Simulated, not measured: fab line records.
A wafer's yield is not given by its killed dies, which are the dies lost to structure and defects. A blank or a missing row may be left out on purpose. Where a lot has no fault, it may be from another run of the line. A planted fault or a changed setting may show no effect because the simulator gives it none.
Which tool did it? / flow nand harc / 33 wafers from 11 lots sampled at 6 of the route's 1159 steps

WHAT EACH GAUGE READ, for each wafer
NHARC_A_CHANNEL_HOLE_D1_INSPECT_40.
lot=L798; measured=day 8 21:44; on=defect inspect-01; raw defect count=38 71 49
lot=L797; measured=day 8 22:10; on=defect inspect-02; raw defect count=64 57 93
lot=L799; measured=day 9 01:54; on=defect inspect-02; raw defect count=35 51 40
lot=L804; measured=day 10 07:10; on=defect inspect-01; raw defect count=70 52 55
lot=L803; measured=day 10 11:22; on=defect inspect-01; raw defect count=45 34 60
lot=L805; measured=day 10 16:18; on=defect inspect-02; raw defect count=105 75 83
lot=L809; measured=day 12 03:14; on=defect inspect-02; raw defect count=52 62 51
lot=L812; measured=day 12 10:35; on=defect inspect-02; raw defect count=53 59 80
lot=L811; measured=day 12 11:44; on=defect inspect-02; raw defect count=335 291 345
lot=L813; measured=day 12 19:35; on=defect inspect-02; raw defect count=307 341 314
lot=L817; measured=day 13 09:51; on=defect inspect-02; raw defect count=343 344 296

NHARC_END_SORT_01.
lot=L809; measured=day 24 21:59; on=prober-02; killed at array=29 37 35; killed at other=1 2 2; killed at periphery=7 5 5; killed dies=37 44 42; killed open=8 1 2; killed short=5 4 5
lot=L812; measured=day 23 22:34; on=prober-02; killed at array=37 40 39; killed at other=0 0 0; killed at periphery=2 0 7; killed dies=39 40 46; killed open=4 1 7; killed short=3 0 0
lot=L811; measured=day 24 05:35; on=prober-02; killed at array=81 65 54; killed at other=1 2 3; killed at periphery=6 8 10; killed dies=88 75 67; killed open=3 1 2; killed short=2 3 2
lot=L813; measured=day 25 11:58; on=prober-02; killed at array=86 68 57; killed at other=1 0 0; killed at periphery=2 5 4; killed dies=89 73 61; killed open=5 2 2; killed short=4 3 4
lot=L817; measured=day 25 19:16; on=prober-01; killed at array=72 63 58; killed at other=1 1 0; killed at periphery=2 1 4; killed dies=75 65 62; killed open=2 5 3; killed short=2 2 3

WHAT TOOL EACH LOT RAN ON (gives the tool, then ch and the chambers of the sampled wafers, and finally the start)
lot=L798; NHARC_A_CHANNEL_HOLE_D1_ETCH_38=rie diel-03 ch 0,1,3, day 8 14:55; NHARC_A_CHANNEL_HOLE_D1_ETCH_16=rie diel-03 ch 0,1,3, day 8 16:55 or earlier; NHARC_A_CHANNEL_HOLE_D1_ETCH_22=har etch-02 ch 0,1, day 8 16:55; NHARC_A_CHANNEL_HOLE_D1_ETCH_23=har etch-02 ch 0,1, day 8 17:29
lot=L797; NHARC_A_CHANNEL_HOLE_D1_ETCH_38=rie diel-12 ch 0,2, day 8 15:18; NHARC_A_CHANNEL_HOLE_D1_ETCH_16=rie diel-12 ch 0,1, day 8 17:27 or earlier; NHARC_A_CHANNEL_HOLE_D1_ETCH_22=har etch-01 ch 0,1, day 8 17:27; NHARC_A_CHANNEL_HOLE_D1_ETCH_23=har etch-01 ch 0,1, day 8 18:04
lot=L799; NHARC_A_CHANNEL_HOLE_D1_ETCH_38=rie diel-08 ch 1,2,3, day 8 15:48; NHARC_A_CHANNEL_HOLE_D1_ETCH_16=rie diel-08 ch 0,2,3, day 8 21:04 or earlier; NHARC_A_CHANNEL_HOLE_D1_ETCH_22=har etch-02 ch 0,1, day 8 21:04; NHARC_A_CHANNEL_HOLE_D1_ETCH_23=har etch-02 ch 0,1, day 8 21:38
lot=L804; NHARC_A_CHANNEL_HOLE_D1_ETCH_38=rie diel-08 ch 0,1,3, day 10 00:17; NHARC_A_CHANNEL_HOLE_D1_ETCH_16=rie diel-08 ch 1,2,3, day 10 02:18 or earlier; NHARC_A_CHANNEL_HOLE_D1_ETCH_22=har etch-02 ch 0,1, day 10 02:18; NHARC_A_CHANNEL_HOLE_D1_ETCH_23=har etch-02 ch 0,1, day 10 02:52
lot=L803; NHARC_A_CHANNEL_HOLE_D1_ETCH_38=rie diel-12 ch 0,2, day 10 01:07; NHARC_A_CHANNEL_HOLE_D1_ETCH_16=rie diel-12 ch 0,1,2, day 10 06:41 or earlier; NHARC_A_CHANNEL_HOLE_D1_ETCH_22=har etch-02 ch 0,1, day 10 06:41; NHARC_A_CHANNEL_HOLE_D1_ETCH_23=har etch-02 ch 0,1, day 10 07:17
lot=L805; NHARC_A_CHANNEL_HOLE_D1_ETCH_38=rie diel-08 ch 1,2,3, day 10 09:31; NHARC_A_CHANNEL_HOLE_D1_ETCH_16=rie diel-08 ch 0,2,3, day 10 11:40 or earlier; NHARC_A_CHANNEL_HOLE_D1_ETCH_22=har etch-01 ch 0,1, day 10 11:40; NHARC_A_CHANNEL_HOLE_D1_ETCH_23=har etch-01 ch 0,1, day 10 12:16
lot=L809; NHARC_A_CHANNEL_HOLE_D1_ETCH_38=rie diel-03 ch 0,1,3, day 11 20:24; NHARC_A_CHANNEL_HOLE_D1_ETCH_16=rie diel-03 ch 2,3, day 11 22:33 or earlier; NHARC_A_CHANNEL_HOLE_D1_ETCH_22=har etch-02 ch 0,1, day 11 22:33; NHARC_A_CHANNEL_HOLE_D1_ETCH_23=har etch-02 ch 0,1, day 11 23:10
lot=L812; NHARC_A_CHANNEL_HOLE_D1_ETCH_38=rie diel-03 ch 0,2, day 12 03:46; NHARC_A_CHANNEL_HOLE_D1_ETCH_16=rie diel-03 ch 1,3, day 12 05:55 or earlier; NHARC_A_CHANNEL_HOLE_D1_ETCH_22=har etch-01 ch 0,1, day 12 05:55; NHARC_A_CHANNEL_HOLE_D1_ETCH_23=har etch-01 ch 0,1, day 12 06:32
lot=L811; NHARC_A_CHANNEL_HOLE_D1_ETCH_38=rie diel-12 ch 0,2,3, day 12 04:44; NHARC_A_CHANNEL_HOLE_D1_ETCH_16=rie diel-12 ch 0,2,3, day 12 06:59 or earlier; NHARC_A_CHANNEL_HOLE_D1_ETCH_22=har etch-02 ch 0,1, day 12 06:59; NHARC_A_CHANNEL_HOLE_D1_ETCH_23=har etch-02 ch 0,1, day 12 07:34
lot=L813; NHARC_A_CHANNEL_HOLE_D1_ETCH_38=rie diel-08 ch 0,1, day 12 12:41; NHARC_A_CHANNEL_HOLE_D1_ETCH_16=rie diel-08 ch 1,2, day 12 14:46 or earlier; NHARC_A_CHANNEL_HOLE_D1_ETCH_22=har etch-02 ch 0,1, day 12 14:46; NHARC_A_CHANNEL_HOLE_D1_ETCH_23=har etch-02 ch 0,1, day 12 15:19
lot=L817; NHARC_A_CHANNEL_HOLE_D1_ETCH_38=rie diel-12 ch 1,2,3, day 13 03:03; NHARC_A_CHANNEL_HOLE_D1_ETCH_16=rie diel-12 ch 0,1, day 13 05:00 or earlier; NHARC_A_CHANNEL_HOLE_D1_ETCH_22=har etch-02 ch 0,1, day 13 05:00; NHARC_A_CHANNEL_HOLE_D1_ETCH_23=har etch-02 ch 0,1, day 13 05:34
- NHARC_A_CHANNEL_HOLE_D1_ETCH_38: etches the open film in CF4, target depth 39 nm, time 65 s.
- NHARC_A_CHANNEL_HOLE_D1_ETCH_16: etches the open film in O2/COS, target depth 3100 nm, time 806 s.
- NHARC_A_CHANNEL_HOLE_D1_ETCH_22: etches the open film in C4F8/O2/Ar, time 666.7 s, target depth 1600 nm.
- NHARC_A_CHANNEL_HOLE_D1_ETCH_23: etches the open film in C4F8/O2/Ar, time 819 s, target depth 1600 nm.

AS READ BY THE TOOLS THEMSELVES (means over the sampled wafers that have a number; for cases with no such wafer, the mark the record gives instead)
NHARC_A_CHANNEL_HOLE_D1_ETCH_38.
lot=L798; tool=rie diel-03; drypump motor current A (A)=5.6; oes product au (a.u.)=0.999; rf vpp V (V)=151.1; showerhead plenum p Torr (Torr)=1.74; throttle valve pct (%)=13.280
lot=L797; tool=rie diel-12; drypump motor current A (A)=6.1; oes product au (a.u.)=0.988; rf vpp V (V)=150.6; showerhead plenum p Torr (Torr)=1.76; throttle valve pct (%)=13.281
lot=L799; tool=rie diel-08; drypump motor current A (A)=5.8; oes product au (a.u.)=1.000; rf vpp V (V)=150.4; showerhead plenum p Torr (Torr)=1.74; throttle valve pct (%)=13.279
lot=L804; tool=rie diel-08; drypump motor current A (A)=5.8; oes product au (a.u.)=0.999; rf vpp V (V)=151.1; showerhead plenum p Torr (Torr)=1.76; throttle valve pct (%)=13.278
lot=L803; tool=rie diel-12; drypump motor current A (A)=6.3; oes product au (a.u.)=1.005; rf vpp V (V)=150.7; showerhead plenum p Torr (Torr)=1.72; throttle valve pct (%)=13.280
lot=L805; tool=rie diel-08; drypump motor current A (A)=5.8; oes product au (a.u.)=1.010; rf vpp V (V)=151.7; showerhead plenum p Torr (Torr)=1.74; throttle valve pct (%)=13.279
lot=L809; tool=rie diel-03; drypump motor current A (A)=5.6; oes product au (a.u.)=0.996; rf vpp V (V)=152.2; showerhead plenum p Torr (Torr)=1.74; throttle valve pct (%)=13.281
lot=L812; tool=rie diel-03; drypump motor current A (A)=5.3; oes product au (a.u.)=1.000; rf vpp V (V)=152.2; showerhead plenum p Torr (Torr)=1.80; throttle valve pct (%)=13.284
lot=L811; tool=rie diel-12; drypump motor current A (A)=6.2; oes product au (a.u.)=0.990; rf vpp V (V)=151.1; showerhead plenum p Torr (Torr)=1.72; throttle valve pct (%)=13.281
lot=L813; tool=rie diel-08; drypump motor current A (A)=5.6; oes product au (a.u.)=0.999; rf vpp V (V)=151.6; showerhead plenum p Torr (Torr)=1.79; throttle valve pct (%)=13.278
lot=L817; tool=rie diel-12; drypump motor current A (A)=6.0; oes product au (a.u.)=1.009; rf vpp V (V)=151.2; showerhead plenum p Torr (Torr)=1.77; throttle valve pct (%)=13.289

NHARC_A_CHANNEL_HOLE_D1_ETCH_16.
lot=L798; tool=rie diel-03; drypump motor current A (A)=5.6; oes product au (a.u.)=0.999; rf vpp V (V)=313.3; showerhead plenum p Torr (Torr)=3.07; throttle valve pct (%)=28.328
lot=L797; tool=rie diel-12; drypump motor current A (A)=6.1; oes product au (a.u.)=1.006; rf vpp V (V)=315.2; showerhead plenum p Torr (Torr)=3.17; throttle valve pct (%)=28.334
lot=L799; tool=rie diel-08; drypump motor current A (A)=5.9; oes product au (a.u.)=1.002; rf vpp V (V)=313.6; showerhead plenum p Torr (Torr)=3.13; throttle valve pct (%)=28.324
lot=L804; tool=rie diel-08; drypump motor current A (A)=5.8; oes product au (a.u.)=1.001; rf vpp V (V)=313.7; showerhead plenum p Torr (Torr)=3.07; throttle valve pct (%)=28.330
lot=L803; tool=rie diel-12; drypump motor current A (A)=6.1; oes product au (a.u.)=0.996; rf vpp V (V)=313.5; showerhead plenum p Torr (Torr)=3.14; throttle valve pct (%)=28.330
lot=L805; tool=rie diel-08; drypump motor current A (A)=5.9; oes product au (a.u.)=1.004; rf vpp V (V)=314.3; showerhead plenum p Torr (Torr)=3.13; throttle valve pct (%)=28.325
lot=L809; tool=rie diel-03; drypump motor current A (A)=5.5; oes product au (a.u.)=1.004; rf vpp V (V)=316.3; showerhead plenum p Torr (Torr)=3.27; throttle valve pct (%)=28.330
lot=L812; tool=rie diel-03; drypump motor current A (A)=5.9; oes product au (a.u.)=1.009; rf vpp V (V)=312.7; showerhead plenum p Torr (Torr)=3.03; throttle valve pct (%)=28.329
lot=L811; tool=rie diel-12; drypump motor current A (A)=6.2; oes product au (a.u.)=0.999; rf vpp V (V)=313.2; showerhead plenum p Torr (Torr)=3.03; throttle valve pct (%)=28.328
lot=L813; tool=rie diel-08; drypump motor current A (A)=5.4; oes product au (a.u.)=0.999; rf vpp V (V)=312.9; showerhead plenum p Torr (Torr)=3.06; throttle valve pct (%)=28.339
lot=L817; tool=rie diel-12; drypump motor current A (A)=6.3; oes product au (a.u.)=1.011; rf vpp V (V)=312.7; showerhead plenum p Torr (Torr)=3.07; throttle valve pct (%)=28.324

NHARC_A_CHANNEL_HOLE_D1_ETCH_22.
lot=L798; tool=har etch-02; drypump motor current A (A)=5.6; showerhead plenum p Torr (Torr)=3.72; throttle valve pct (%)=32.150
lot=L797; tool=har etch-01; drypump motor current A (A)=5.7; showerhead plenum p Torr (Torr)=3.77; throttle valve pct (%)=32.161
lot=L799; tool=har etch-02; drypump motor current A (A)=5.6; showerhead plenum p Torr (Torr)=3.72; throttle valve pct (%)=32.153
lot=L804; tool=har etch-02; drypump motor current A (A)=5.6; showerhead plenum p Torr (Torr)=3.71; throttle valve pct (%)=32.155
lot=L803; tool=har etch-02; drypump motor current A (A)=5.6; showerhead plenum p Torr (Torr)=3.71; throttle valve pct (%)=32.149
lot=L805; tool=har etch-01; drypump motor current A (A)=5.7; showerhead plenum p Torr (Torr)=3.76; throttle valve pct (%)=32.156
lot=L809; tool=har etch-02; drypump motor current A (A)=5.6; showerhead plenum p Torr (Torr)=3.70; throttle valve pct (%)=32.148
lot=L812; tool=har etch-01; drypump motor current A (A)=5.3; showerhead plenum p Torr (Torr)=3.70; throttle valve pct (%)=32.159
lot=L811; tool=har etch-02; drypump motor current A (A)=5.6; showerhead plenum p Torr (Torr)=3.69; throttle valve pct (%)=32.164
lot=L813; tool=har etch-02; drypump motor current A (A)=5.6; showerhead plenum p Torr (Torr)=3.69; throttle valve pct (%)=32.158
lot=L817; tool=har etch-02; drypump motor current A (A)=5.6; showerhead plenum p Torr (Torr)=3.69; throttle valve pct (%)=32.152

NHARC_A_CHANNEL_HOLE_D1_ETCH_23.
lot=L798; tool=har etch-02; drypump motor current A (A)=5.6; showerhead plenum p Torr (Torr)=3.72; throttle valve pct (%)=32.155
lot=L797; tool=har etch-01; drypump motor current A (A)=5.6; showerhead plenum p Torr (Torr)=3.77; throttle valve pct (%)=32.153
lot=L799; tool=har etch-02; drypump motor current A (A)=5.6; showerhead plenum p Torr (Torr)=3.72; throttle valve pct (%)=32.158
lot=L804; tool=har etch-02; drypump motor current A (A)=5.6; showerhead plenum p Torr (Torr)=3.71; throttle valve pct (%)=32.156
lot=L803; tool=har etch-02; drypump motor current A (A)=5.6; showerhead plenum p Torr (Torr)=3.71; throttle valve pct (%)=32.159
lot=L805; tool=har etch-01; drypump motor current A (A)=5.6; showerhead plenum p Torr (Torr)=3.76; throttle valve pct (%)=32.151
lot=L809; tool=har etch-02; drypump motor current A (A)=5.6; showerhead plenum p Torr (Torr)=3.70; throttle valve pct (%)=32.163
lot=L812; tool=har etch-01; drypump motor current A (A)=5.3; showerhead plenum p Torr (Torr)=3.70; throttle valve pct (%)=32.155
lot=L811; tool=har etch-02; drypump motor current A (A)=5.6; showerhead plenum p Torr (Torr)=3.69; throttle valve pct (%)=32.149
lot=L813; tool=har etch-02; drypump motor current A (A)=5.6; showerhead plenum p Torr (Torr)=3.69; throttle valve pct (%)=32.149
lot=L817; tool=har etch-02; drypump motor current A (A)=5.6; showerhead plenum p Torr (Torr)=3.69; throttle valve pct (%)=32.155

THE ANSWER, worked out from the rows above alone
Rule: the lots themselves supply what counts as usual. The widest of any qualifying gaps counts: lots, ordered by their means at a reading, are off when they make up no more than a third of the lots, leave a main group of 4 or more, and stand apart from it by 3 or more times the standard deviation of that group's means. Not used: any main group whose means are identical at the precision the tables above print for the reading. Also off: a lot with no number at a reading for which 4 or more lots have one. Where the step has rows for the other lots, those lots are counted as sound. First the gauges in route order, then the tools' own readings, where a lot's mean is used as printed above. At the first step where some lot is off, the reading lying furthest off is the one used; lots without a number count as furthest.
Off: L811, L813, L817, at NHARC_A_CHANNEL_HOLE_D1_INSPECT_40 (raw defect count). For the main group the mean is 60 and the standard deviation 14.
If a tool, at a process step before that reading, ran all the lots that are off and no sound lot after the first of them, it fits. Gauges at NHARC_A_CHANNEL_HOLE_D1_INSPECT_40: tried the same way as those tools. NHARC_A_CHANNEL_HOLE_D1_ETCH_16 gives no start for some lots, so the hours and the order of its lots are those of NHARC_A_CHANNEL_HOLE_D1_ETCH_22. 2 tools fit, har etch-02 at NHARC_A_CHANNEL_HOLE_D1_ETCH_22 and NHARC_A_CHANNEL_HOLE_D1_ETCH_23 and defect inspect-02 at NHARC_A_CHANNEL_HOLE_D1_INSPECT_40, so this cannot tell which one it is.

WHAT HAD BEEN PUT IN BY THE SIMULATOR
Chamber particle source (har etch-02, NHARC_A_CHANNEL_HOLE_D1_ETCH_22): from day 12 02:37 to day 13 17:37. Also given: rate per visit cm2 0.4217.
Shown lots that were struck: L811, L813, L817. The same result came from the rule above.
